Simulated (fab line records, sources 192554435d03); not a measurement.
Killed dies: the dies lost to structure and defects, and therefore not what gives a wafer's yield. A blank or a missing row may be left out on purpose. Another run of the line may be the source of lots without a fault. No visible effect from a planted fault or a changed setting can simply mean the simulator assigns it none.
fab line records | flow n5_finfet
record lots=7 | wafers=39
route steps=1938 shown HKMG_FIN@444 MOL_CONTACT_COAG@616
start_h: hours from the record's first day to the start of the lot's first wafer shown | wait_h: how many hours have passed since the lot's step before this one | " repeats the value in the row above | L1.1+2: several wafers, shown together as one row | - no value present, or no start provided | * or withheld: withheld | < > ~ a bound
route shown NAME@n: NAME is a module with steps in the file, n the number in the route of the first one | usual: average and standard deviation across the fault-free wafers | same: alike in all rows | chamber/n: place in a boat | sites: per-site readings | _std_site: standard deviation of those values | _edge_site: mean of outer sites minus mean of inner sites | radius_mm: for every site, how far away it sits from the centre of the wafer | mask NAME#n: copy n | behind: the tool/chamber that last shaped the wafer | hold: reason for holding the lot/hours on hold/outcome of the hold | device: names the non-switching transistor (n, p or np) | end of line: at the end of the route, the tests of the same wafers | step lacking rows: just its recipe | killed: dies lost to structure and defects at the first sort, not the wafer's yield | map: shows each die of a wafer: x if killed, . if not, _ if none is there
set.NAME: setting as actually run; set.NAME@STEP: the setting as run at that earlier step | model.NAME: the simulator's own value behind a step, which no gauge read
lots where settings were altered on purpose, with a table for each step and a row for each wafer
## steps
# step N5_HKMG_FIN_ETCH_86
# recipe chemistry=N2/H2 | target=SOC | target_depth_a=3932 | stop_on=TiN | ion_energy_ev=100 | bias_w=61 | pressure_mtorr=30 | source_w=850 | n2_flow_sccm=200 | h2_flow_sccm=200
lot.wafer  | tool        | chamber | start_h | wait_h | set.target_depth_a | model.SOC_of_HKMG_FIN_COAT_85.thk_nm
L076.3     | rie_diel-05 | 0       | 89.85   | -      | 3932               | 15.6
L076.4+6   | "           | 1       | "       | "      | 3932               | 15.8
L082.1     | rie_diel-05 | 2       | 125.09  | -      | 3538               | 48.2
L082.2     | "           | 3       | "       | "      | 3932               | 18.4
L082.3     | "           | 0       | "       | "      | 3538               | 44.4
L082.4     | "           | 1       | "       | "      | 3538               | 44.8
L082.5     | "           | 0       | "       | "      | 3932               | 15.8
L082.6     | "           | 1       | "       | "      | 3932               | 16.6
L083.1     | rie_diel-05 | 1       | 129.84  | -      | 3932               | 16.6
L083.2     | "           | 3       | "       | "      | 3932               | 18.4
L083.3+5+6 | "           | 2,2,1   | "       | "      | 4256               | 8.4
L083.4     | "           | 0       | "       | "      | 3932               | 15.8
L086.1     | rie_diel-01 | 1       | 149.39  | -      | 3932               | 17.8
L086.2     | "           | 2       | "       | "      | 3790               | 30
L086.3     | "           | 3       | "       | "      | 3932               | 18.6
L086.4     | "           | 0       | "       | "      | 3790               | 26.4
L086.5     | "           | 3       | "       | "      | 3790               | 28.8
L086.6     | "           | 0       | "       | "      | 3932               | 16.2
L089.1     | rie_diel-04 | 1       | 167.61  | -      | 3932               | 19.2
L089.2     | "           | 3       | "       | "      | 3453               | 46.8
L089.3     | "           | 2       | "       | "      | 3453               | 54.2
L089.4     | "           | 2       | "       | "      | 3932               | 20.2
L089.5     | "           | 1       | "       | "      | 3453               | 53.2
L089.6     | "           | 3       | "       | "      | 3932               | 11.6
L090.1+4+5 | rie_diel-01 | 2,0,2   | 171.50  | -      | 4260               | 8.6
L090.2     | "           | 1       | "       | "      | 3932               | 18.2
L090.3+6   | "           | 3       | "       | "      | 3932               | 19
L093.1     | rie_diel-05 | 1       | 199.39  | -      | 3932               | 17.4
L093.2+6   | "           | 3,0     | "       | "      | 4212               | 8.4
L093.3     | "           | 0       | "       | "      | 3932               | 16.2
L093.4     | "           | 2       | "       | "      | 4212               | 8.6
L093.5     | "           | 1       | "       | "      | 3932               | 17.2
# step N5_MOL_CONTACT_COAG_ETCH_124
# recipe chemistry=CH3F/O2 | target=SiNx | target_depth_a=65 | mask_material=SOC | stop_on=SiOC | over_etch_frac=0.3 | ion_energy_ev=120 | pressure_mtorr=30 | source_w=395 | bias_w=73 | Ar_flow_sccm=150 | CH3F_flow_sccm=30 | O2_flow_sccm=20 | ends=end_point
# usual rf_vpp_V=298/3
lot.wafer | tool        | chamber | start_h | wait_h | set.bias_w | rf_vpp_V
L076.3    | rie_diel-05 | 3       | 111.59  | 0.0    | 73         | 295
L076.4    | "           | 2       | "       | "      | 73         | 297
L076.6    | "           | 3       | "       | "      | 73         | 296
L082.1    | rie_diel-04 | 3       | 147.87  | 0.0    | 62.01      | 263
L082.2    | "           | 1       | "       | "      | 73         | 297
L082.3    | "           | 0       | "       | "      | 73         | 302
L082.4    | "           | 2       | "       | "      | 73         | 296
L082.5    | "           | 2       | "       | "      | 62.01      | 261
L082.6    | "           | 1       | "       | "      | 62.01      | 261
L083.1    | rie_diel-01 | 2       | 156.13  | 0.0    | 73         | 303
L083.2    | "           | 0       | "       | "      | 68         | 283
L083.3    | "           | 3       | "       | "      | 73         | 293
L083.4    | "           | 1       | "       | "      | 68         | 279
L083.5    | "           | 0       | "       | "      | 73         | 301
L083.6    | "           | 3       | "       | "      | 68         | 275
L086.1    | rie_diel-01 | 0       | 175.28  | 0.0    | 73         | 300
L086.2    | "           | 3       | "       | "      | 81.2       | 318
L086.3    | "           | 1       | "       | "      | 73         | 294
L086.4    | "           | 2       | "       | "      | 81.2       | 329
L086.5    | "           | 3       | "       | "      | 73         | 292
L086.6    | "           | 2       | "       | "      | 81.2       | 332
L089.1    | rie_diel-04 | 2       | 199.76  | 0.0    | 67.2       | 277
L089.2    | "           | 3       | "       | "      | 73         | 299
L089.3    | "           | 0       | "       | "      | 73         | 301
L089.4    | "           | 3       | "       | "      | 73         | 299
L089.5    | "           | 0       | "       | "      | 67.2       | 282
L089.6    | "           | 2       | "       | "      | 67.2       | 278
L090.1    | rie_diel-04 | 3       | 201.70  | 0.0    | 73         | 298
L090.2    | "           | 0       | "       | "      | 73         | 301
L090.3    | "           | 2       | "       | "      | 73         | 296
L090.4    | "           | 0       | "       | "      | 73         | 303
L090.5    | "           | 2       | "       | "      | 73         | 296
L090.6    | "           | 3       | "       | "      | 73         | 300
L093.1    | rie_diel-01 | 3       | 224.34  | 0.0    | 73         | 293
L093.2    | "           | 1       | "       | "      | 73         | 296
L093.3    | "           | 0       | "       | "      | 73         | 298
L093.4    | "           | 1       | "       | "      | 73         | 296
L093.5    | "           | 3       | "       | "      | 73         | 293
L093.6    | "           | 0       | "       | "      | 73         | 299
## key
split step=N5_HKMG_FIN_ETCH_86 | setting=target_depth_a | stated=3932 | by=wafer
response step=N5_HKMG_FIN_ETCH_86 | reading=model.SOC_of_HKMG_FIN_COAT_85.thk_nm | change=-2.14 | per=1% | r=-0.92
split step=N5_MOL_CONTACT_COAG_ETCH_124 | setting=bias_w | stated=73 | by=wafer
response step=N5_MOL_CONTACT_COAG_ETCH_124 | reading=rf_vpp_V | change=+2.59 | per=1% | r=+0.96
